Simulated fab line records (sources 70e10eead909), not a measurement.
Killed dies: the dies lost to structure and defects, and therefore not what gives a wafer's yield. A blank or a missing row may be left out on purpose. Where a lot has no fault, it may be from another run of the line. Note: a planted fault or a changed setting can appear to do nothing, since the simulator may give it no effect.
fab line records | flow nand-harc | part 2 of 2: steps 5 to 6 of 6
record: lots: 22 wafers: 66 last-day: 33
route steps=1302 shown A_ZERO_WELL@403 A_ONON_D1@449 A_CHANNEL_HOLE_D1@468 A_CHANNEL_FILL_D1@509
lots that met no fault: taken from a fault-free run of the same line
start-h: the number of hours between the record's first day and the start of the first shown wafer of the lot | wait-h: hours from the lot's prior step to this one | " unchanged from the row above | L1.1+2: several wafers, shown together as one row | - no value present, or no start provided | * or withheld: withheld | < > ~ a bound
route shown NAME@n: a module of which the file shows steps, and the number in the route of the first | usual: mean/standard deviation taken from wafers without a fault | same: alike in all rows | chamber/n: place in a boat | sites: the reading at each site | _std_site: standard deviation across them | _edge_site: the outer-site mean with the inner-site mean subtracted | radius-mm: how far each site lies from the wafer's centre | mask NAME#n: copy n | behind: the last tool/chamber to shape the wafer | hold: the reason the lot was held/the length of the hold in hours/how it ended | device: whichever transistor did not switch (one of n, p or np) | end of line: tests run on the same wafers once the route is complete | a step with no rows: only its recipe | killed: not the wafer's yield, but the dies lost to structure and defects at the first sort | map: shows each die of a wafer: x if killed, . if not, _ if none is there
set.NAME: the setting as run; set.NAME@STEP: as run at that earlier step | model.NAME: the simulator's own value behind a step, which no gauge read
the route's steps for a sample of lots (tables are steps, rows are wafers)
services: when a tool's chamber went out of use (start-h, in hours from the record's first day, below 0 if earlier), for how many hours, and the reason
== steps ==
step: NHARC_A_CHANNEL_HOLE_D1_ETCH_33
recipe: bias-v: 400 source-w: 2000 pressure-mtorr: 25 time-s: 90 ar-flow-sccm: 375 c4f8-flow-sccm: 41.7 o2-flow-sccm: 83.3 temp-c: -20 target-depth-a: 4000 chemistry: C4F8/O2/Ar
usual: drypump-motor-current-A: 6.2/0.45 rf-fwd-power-W: 1987/7 showerhead-plenum-p-Torr: 3.64/0.13 throttle-valve-pct: 27.620/0.0086
same: time-s: 90
columns lot.wafer tool chamber start-h wait-h drypump-motor-current-A rf-fwd-power-W rf-hours-counter-h showerhead-plenum-p-Torr throttle-valve-pct
L074.1 har-etch-01 1 181.35 0.2 5.5 1999 73 3.62 27.613
L074.3 " 0 " " 6.0 1986 - 3.78 27.623
L074.6 " 1 " " 5.5 1997 - 3.62 27.602
L075.2 har-etch-02 1 190.70 0.2 6.3 1982 310 3.61 27.629
L075.4 " 1 " " 6.3 1989 - 3.61 27.621
L075.3 " 0 " " 6.8 1979 - 3.56 27.617
L076.1 har-etch-02 0 208.28 0.2 6.7 1994 321 3.56 27.618
L076.2 " 1 " " 6.4 1976 321 3.60 27.624
L076.3 " 1 " " 6.3 1978 - 3.60 27.624
L077.1 har-etch-01 0 215.94 0.2 6.0 1997 95 3.77 27.624
L077.4 " 0 " " 6.0 1999 - 3.77 27.629
L077.5 " 1 " " 5.5 1989 - 3.60 27.622
L078.2 har-etch-02 1 223.59 0.2 6.3 2001 329 3.60 27.622
L078.3 " 1 " " 6.3 1997 - 3.60 27.621
L078.5 " 1 " " 6.3 1994 - 3.60 27.603
L080.1 har-etch-01 0 242.53 0.2 6.0 1968 103 3.76 27.616
L080.2 " 1 " " 5.5 1990 103 3.60 27.634
L080.5 " 1 " " 5.5 1986 - 3.60 27.605
L079.2 har-etch-02 0 243.03 0.2 6.8 1990 337 3.55 27.611
L079.3 " 1 " " 6.3 1979 - 3.59 27.628
L079.5 " 1 " " 6.3 1981 - 3.59 27.629
L081.2 har-etch-02 1 261.63 0.2 6.3 1982 348 3.59 27.612
L081.1 " 0 " " 6.7 1989 348 3.54 27.635
L081.5 " 1 " " 6.3 1990 - 3.59 27.614
L082.1 har-etch-02 0 267.00 0.2 6.7 1979 352 3.54 27.615
L082.4 " 1 " " 6.3 1992 - 3.58 27.615
L082.6 " 1 " " 6.3 1981 - 3.58 27.621
L083.2 har-etch-01 1 274.39 0.2 5.5 1990 126 3.59 27.607
L083.3 " 0 " " 6.0 1992 - 3.75 27.620
L083.6 " 1 " " 5.6 1984 - 3.59 27.632
L085.2 har-etch-01 1 293.43 0.2 5.5 1993 141 3.58 27.630
L085.5 " 1 " " 5.5 1987 - 3.58 27.630
L085.6 " 0 " " 6.0 1987 - 3.74 27.631
L086.2 har-etch-02 0 308.05 0.2 6.8 1983 379 3.53 27.619
L086.4 " 1 " " 6.3 1985 - 3.57 27.626
L086.5 " 1 " " 6.3 1995 - 3.57 27.625
L087.2 har-etch-01 0 309.53 0.2 6.0 1992 149 3.74 27.612
L087.3 " 0 " " 6.0 1970 - 3.74 27.610
L087.4 " 1 " " 5.5 1991 - 3.58 27.611
L088.4 har-etch-02 1 337.95 0.2 6.3 1978 - 3.56 27.628
L088.3 " 0 " " 6.7 1986 - 3.52 27.611
L088.6 " 1 " " 6.3 1982 - 3.56 27.616
L089.1 har-etch-01 0 338.56 0.2 6.0 1986 164 3.73 27.642
L089.4 " 1 " " 5.5 1997 - 3.57 27.624
L089.3 " 0 " " 6.0 1986 - 3.73 27.613
L091.1 har-etch-02 0 359.28 0.2 6.8 1979 406 3.51 27.618
L091.4 " 0 " " 6.8 1987 - 3.51 27.625
L091.3 " 1 " " 6.3 1972 - 3.55 27.616
L090.4 har-etch-01 0 360.20 0.2 6.0 1981 - 3.73 27.619
L090.6 " 0 " " 5.9 1982 - 3.72 27.625
L090.5 " 1 " " 5.5 1991 - 3.56 27.632
L092.2 har-etch-02 0 372.43 0.2 6.7 1995 409 3.51 27.621
L092.4 " 0 " " 6.7 1982 - 3.51 27.614
L092.6 " 0 " " 6.8 1982 - 3.51 27.617
L094.2 har-etch-01 1 397.58 0.2 5.5 1996 199 3.55 27.625
L094.5 " 1 " " 5.5 1993 - 3.55 27.601
L094.6 " 0 " " 6.0 1983 - 3.71 27.622
L093.1 har-etch-02 1 401.13 0.2 6.3 1984 4 3.98 27.616
L093.5 " 0 " " 6.8 1990 - 3.98 27.625
L093.6 " 1 " " 6.3 1990 - 3.98 27.623
L096.1 har-etch-01 0 401.77 0.2 6.0 1983 202 3.71 27.607
L096.6 " 1 " " 5.5 1996 - 3.55 27.613
L096.5 " 0 " " 6.0 1979 - 3.71 27.623
L097.2 har-etch-02 1 414.66 0.2 6.3 1984 12 3.97 27.625
L097.1 " 0 " " 6.8 1983 12 3.97 27.612
L097.6 " 1 " " 6.3 1995 - 3.97 27.632
step: NHARC_A_CHANNEL_FILL_D1_STRIP_29
recipe: time-s: 20 o2-flow-sccm: 500 ar-flow-sccm: 0 bias-w: 0 chemistry: O2
usual: drypump-motor-current-A: 5.7/0.55 oes-product-au: 1.000/0.0068 rf-vpp-V: 57.9/0.99 showerhead-plenum-p-Torr: 3.53/0.18 throttle-valve-pct: 17.036/0.0093
same: time-s: 20
columns lot.wafer tool chamber start-h wait-h drypump-motor-current-A oes-product-au rf-hours-counter-h rf-vpp-V showerhead-plenum-p-Torr throttle-valve-pct
L074.3 rie-diel-08 3 - - 5.7 0.995 0 57.2 3.76 17.033
L074.1 " 0 " " 4.6 0.991 0 57.3 3.33 17.045
L074.6 " 1 " " 6.1 0.999 - 59.7 3.60 17.035
L075.3 rie-diel-11 1 - - 5.7 0.992 9 57.1 3.54 17.028
L075.4 " 2 " " 6.6 0.992 9 58.0 3.30 17.051
L075.2 " 0 " " 5.7 1.000 8 58.8 3.45 17.026
L076.3 rie-diel-03 1 - - 5.7 0.996 11 57.3 3.30 17.025
L076.1 " 2 " " 6.6 1.008 10 58.8 3.77 17.048
L076.2 " 3 " " 5.3 0.997 2 59.4 3.44 17.041
L077.4 rie-diel-03 0 - - 5.5 0.995 10 58.1 3.43 17.036
L077.1 " 1 " " 5.6 1.004 11 55.6 3.30 17.027
L077.5 " 2 " " 6.6 0.995 - 58.9 3.77 17.028
L078.3 rie-diel-03 3 - - 5.3 1.013 3 57.3 3.44 17.036
L078.2 " 0 " " 5.5 1.002 11 55.6 3.43 17.026
L078.5 " 2 " " 6.6 1.010 - 57.3 3.77 17.032
L079.2 rie-diel-11 0 - - 5.7 0.997 2 57.5 3.45 17.043
L079.3 " 2 " " 6.5 0.993 2 57.9 3.29 17.026
L079.5 " 0 " " 5.7 0.998 - 59.1 3.45 17.021
L080.1 rie-diel-08 2 286.42 0.1 6.2 0.986 3 57.2 3.77 17.040
L080.2 " 0 " " 4.7 0.992 3 57.1 3.33 17.044
L080.5 " 1 " " 6.1 0.997 - 58.3 3.60 17.025
L081.2 rie-diel-08 3 - - 5.7 0.996 3 57.9 3.76 17.035
L081.1 " 2 " " 6.2 1.002 4 57.3 3.77 17.052
L081.5 " 0 " " 4.6 0.989 - 57.1 3.33 17.054
L082.1 rie-diel-08 3 - - 5.7 1.002 3 58.6 3.76 17.033
L082.4 " 0 " " 4.6 1.009 5 56.9 3.33 17.044
L082.6 " 3 " " 5.7 0.994 - 58.7 3.76 17.056
L083.2 rie-diel-03 1 319.59 0.2 5.6 1.001 1 58.6 3.30 17.031
L083.3 " 0 " " 5.5 1.003 1 57.7 3.43 17.032
L083.6 " 3 " " 5.3 0.999 - 58.1 3.44 17.046
L085.2 rie-diel-03 0 - - 5.5 0.985 2 57.0 3.42 17.043
L085.5 " 1 " " 5.6 1.005 - 56.6 3.30 17.020
L085.6 " 2 " " 6.6 1.003 - 59.2 3.77 17.030
L086.4 rie-diel-11 0 - - 5.7 0.998 6 57.4 3.44 17.038
L086.2 " 1 " " 5.7 0.996 6 59.2 3.54 17.045
L086.5 " 3 " " 5.3 1.001 - 57.9 3.71 17.035
L087.4 rie-diel-08 0 - - 4.6 0.999 6 57.0 3.33 17.033
L087.3 " 1 " " 6.1 0.985 6 58.0 3.60 17.020
L087.2 " 2 " " 6.1 1.001 6 57.1 3.77 17.039
L088.3 rie-diel-11 3 - - 5.3 0.995 7 59.9 3.71 17.020
L088.4 " 1 " " 5.7 1.000 8 56.1 3.54 17.047
L088.6 " 3 " " 5.3 1.007 - 58.8 3.71 17.035
L089.3 rie-diel-08 1 - - 6.1 0.994 0 56.7 3.60 17.040
L089.4 " 2 " " 6.1 1.000 0 59.3 3.77 17.025
L089.1 " 3 " " 5.7 1.000 0 56.9 3.76 17.034
L091.4 rie-diel-08 0 - - 4.7 0.996 1 56.8 3.33 17.038
L091.3 " 2 " " 6.1 1.005 1 58.6 3.77 17.025
L091.1 " 3 " " 5.7 0.989 1 58.5 3.76 17.058
L090.4 rie-diel-11 1 - - 5.7 0.994 9 57.8 3.53 17.030
L090.5 " 3 " " 5.3 1.000 - 59.0 3.71 17.027
L090.6 " 0 " " 5.7 0.998 - 57.7 3.44 17.031
L092.4 rie-diel-08 3 - - 5.7 0.993 1 57.6 3.76 17.043
L092.2 " 0 " " 4.6 0.999 1 58.5 3.33 17.052
L092.6 " 1 " " 6.2 0.995 - 58.7 3.60 17.043
L094.2 rie-diel-08 2 - - 6.2 1.010 3 59.3 3.76 17.042
L094.5 " 1 " " 6.1 0.999 - 56.7 3.60 17.032
L094.6 " 2 " " 6.1 0.998 - 58.2 3.76 17.036
L096.1 rie-diel-11 3 - - 5.3 0.994 0 57.8 3.71 17.027
L096.5 " 1 " " 5.7 1.006 - 57.2 3.53 17.033
L096.6 " 2 " " 6.6 1.005 - 57.9 3.29 17.037
L093.1 rie-diel-03 3 - - 5.3 0.995 10 56.7 3.43 17.031
L093.6 " 0 " " 5.5 0.979 - 56.0 3.42 17.035
L093.5 " 1 " " 5.6 1.014 - 57.8 3.29 17.011
L097.1 rie-diel-08 2 - - 6.1 0.993 3 57.5 3.76 17.048
L097.2 " 0 " " 4.6 0.999 3 57.2 3.33 17.032
L097.6 " 2 " " 6.1 0.997 - 58.9 3.76 17.019
== services ==
columns tool chamber start-h hours kind
har-etch-01 - 118.02 3.3 repair
rie-diel-06 - 130.29 9.0 pm
rie-diel-08 2 140.68 3.1 repair
har-etch-01 - 143.99 9.9 repair
rie-diel-06 2 156.82 3.8 repair
rie-diel-10 - 188.44 1.6 repair
rie-diel-08 - 190.80 9.0 pm
rie-diel-06 2 199.09 16.3 repair
rie-diel-10 - 229.03 0.4 repair
rie-diel-06 2 231.85 3.3 repair
rie-diel-10 - 242.69 9.0 pm
rie-diel-06 3 265.94 6.4 repair
rie-diel-08 3 280.36 15.0 repair
rie-diel-06 3 280.98 3.3 repair
rie-diel-08 1 289.88 5.3 repair
rie-diel-06 - 307.29 9.0 pm
rie-diel-10 2 346.32 2.1 repair
har-etch-02 - 380.13 17.0 pm
rie-diel-06 - 383.20 0.5 repair
rie-diel-06 3 388.43 27.1 repair
rie-diel-10 3 401.17 5.9 repair
rie-diel-10 0 407.13 5.9 repair
rie-diel-10 2 409.15 17.1 repair
rie-diel-10 - 419.69 9.0 pm
